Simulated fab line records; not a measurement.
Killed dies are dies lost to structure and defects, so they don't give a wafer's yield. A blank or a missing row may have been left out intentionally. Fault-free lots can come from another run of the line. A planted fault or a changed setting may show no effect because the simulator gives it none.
Split-lot experiment	flow n5 finfet	on a route of 1938 steps: 7 lots, 21 wafers read

## SPLIT DETAILS
At N5_BEOL_M10_ILD_DEP_00 (deposits SiCOH lowk from DEMS/porogen, target thk 308.51 nm, time 58 s), the setting time s was moved away from the recipe's 58 s on 4 of the 21 wafers read, by +7.1% to +12.8%. All remaining wafers had this setting at the recipe value.

## FROM THE SPLIT ON TO THE READING: in between, the file shows 1 step
- N5_BEOL_M10_CURE_71: cures SiCOH lowk, time 240 s

## THE READING
M10_ILD_THK in nanometres, read at N5_BEOL_M10_THK_MEAS_01. A value of 267 nm with a standard deviation of 3.6 nm is what fault-free wafers of this fab line usually give.

wafer	tool, chamber at the split	time s as run, s	against the recipe	M10_ILD_THK, nm	against lot-mates on the recipe
L076.1	pecvd-02, 1	65.44	+12.8%	307	+33
L076.5	pecvd-02, 1	58	recipe	274	-
L076.6	pecvd-02, 0	65.44	+12.8%	309	+35
L077.2	pecvd-04, 0	58	recipe	264	-
L077.4	pecvd-04, 0	58	recipe	269	-
L077.6	pecvd-04, 0	58	recipe	268	-
L079.2	pecvd-04, 0	58	recipe	264	-
L079.3	pecvd-04, 1	58	recipe	268	-
L079.4	pecvd-04, 0	58	recipe	270	-
L086.2	pecvd-01, 0	58	recipe	263	-
L086.4	pecvd-01, 2	58	recipe	264	-
L086.6	pecvd-01, 0	58	recipe	267	-
L085.2	pecvd-02, 0	58	recipe	267	-
L085.3	pecvd-02, 2	62.12	+7.1%	288	+21
L085.4	pecvd-02, 0	62.12	+7.1%	290	+23
L088.2	pecvd-02, 2	58	recipe	262	-
L088.5	pecvd-02, 0	58	recipe	265	-
L088.6	pecvd-02, 2	58	recipe	262	-
L096.1	pecvd-02, 2	58	recipe	264	-
L096.2	pecvd-02, 0	58	recipe	269	-
L096.4	pecvd-02, 1	58	recipe	275	-

THE FIT
A straight line over all 21 wafers: M10_ILD_THK changes by +3.2 nm for each +1% of time s; r = +0.97; the points scatter about the line by 3.6 nm.
The same after taking each lot's own level away (the mean of its wafers on the recipe; 21 wafers): +2.74 nm for each +1%; r = +0.98; scatter 2.6 nm.
On that fit, the largest move of time s shifts the reading by 35 nm.
From 263.0 to 274.0 nm: that is the span of the lots' own levels, equal to 3.1 times the standard deviation above.
Hence the slope depends on the lot-to-lot level, as the two fits are not the same.
Check: for one of the wafers moved furthest among these (+12.8%), held out of the fit, the line's prediction against its lot-mates is +36.8 nm. Against them it came out at +33 nm.

## ADDITIONAL SPLITS CARRIED BY THESE WAFERS
These wafers also went through other splits before the reading. Each is held against what the fit with the lots' levels taken away leaves over:
other split on the same wafers	wafers away from the commonest value	r with M10_ILD_THK (lot level and that fit taken away)
N5_BEOL_M7_HM_DEP_02 target thk a	7	+0.17
N5_BEOL_M8_TRENCH_ETCH_37 time s	9	+0.20
N5_BEOL_M9_COAT_60 spin rpm	9	+0.29

## THE WHOLE CHAIN: every reading that the file lists as answering this split, in the file's order
step	what it does	reading	change (the file's fit)	r (the file's)
N5_BEOL_M10_ILD_DEP_00	deposits SiCOH lowk from DEMS/porogen, target thk 308.51 nm, time 58 s	SiCOH_lowk_of_BEOL_M10_ILD_DEP_00.thk nm (the simulator's own value, which no gauge read)	+3.08 nm for each +1% of the setting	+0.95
N5_BEOL_M10_CURE_71	cures SiCOH lowk, time 240 s	SiCOH_lowk_of_BEOL_M10_ILD_DEP_00.thk nm (the simulator's own value, which no gauge read)	+2.74 nm for each +1% of the setting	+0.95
N5_BEOL_M10_THK_MEAS_01		M10_ILD_THK	+2.74 for each +1% of the setting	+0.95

## FILE'S OWN FIT
M10_ILD_THK changes by +2.74 nm for each +1% of time s, r = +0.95.
